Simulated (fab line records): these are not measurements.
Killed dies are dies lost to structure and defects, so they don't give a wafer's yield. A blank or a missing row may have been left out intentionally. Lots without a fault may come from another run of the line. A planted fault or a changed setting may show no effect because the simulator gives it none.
Matching of chambers	flow n5 finfet	rie diel-06 running N5_BEOL_M0_SAQP_ETCH_49: 4 sister chambers
The step etches SiO2 in CF4/O2, target depth 37 nm. 8 wafers are shown with their chamber, then 12 later ones without.

WAFERS WITH THEIR CHAMBER
wafer	chamber	showerhead plenum p Torr (Torr)	drypump motor current A (A)
L082.3	1	2.17	5.5
L083.5	1	2.17	5.4
L087.2	3	2.24	5.5
L087.5	3	2.24	5.5
L087.6	2	2.29	5.2
L091.1	2	2.28	5.2
L091.3	0	2.17	5.9
L091.6	0	2.17	5.9

WAFERS MISSING THEIR CHAMBER
wafer	showerhead plenum p Torr (Torr)	drypump motor current A (A)
L092.2	2.16	6.0
L092.4	2.16	5.9
L092.6	2.23	5.5
L094.1	2.28	5.2
L094.2	2.23	5.5
L094.6	2.16	5.9
L096.1	2.23	5.5
L096.2	2.16	5.5
L096.3	2.28	5.2
L097.2	2.16	5.9
L097.4	2.16	5.9
L097.6	2.28	5.2

WHICH CHAMBER EACH WENT THROUGH
wafer	from the rows above	in truth
L092.2	0	0
L092.4	0	0
L092.6	3	3
L094.1	2	2
L094.2	3	3
L094.6	0	0
L096.1	3	3
L096.2	1	1
L096.3	2	2
L097.2	0	0
L097.4	0	0
L097.6	2	2
Placed correctly: 12 of 12. Can't be placed from these rows: 0. 0 placed wrongly.
How it was worked out, from the rows above alone: a wafer's distance from a chamber is the root of the sum, over the readings, of the square of ((its reading less the chamber's mean) divided by the reading's scatter). The wafer belongs to the nearest chamber; if the next one is less than 2 further off, it can't be placed. For every chamber, the mean is computed from those of its wafers that are shown. The scatter: take each reading less its chamber's mean, square it, sum over the shown wafers, divide by the number of wafers less the number of chambers, and take the root.
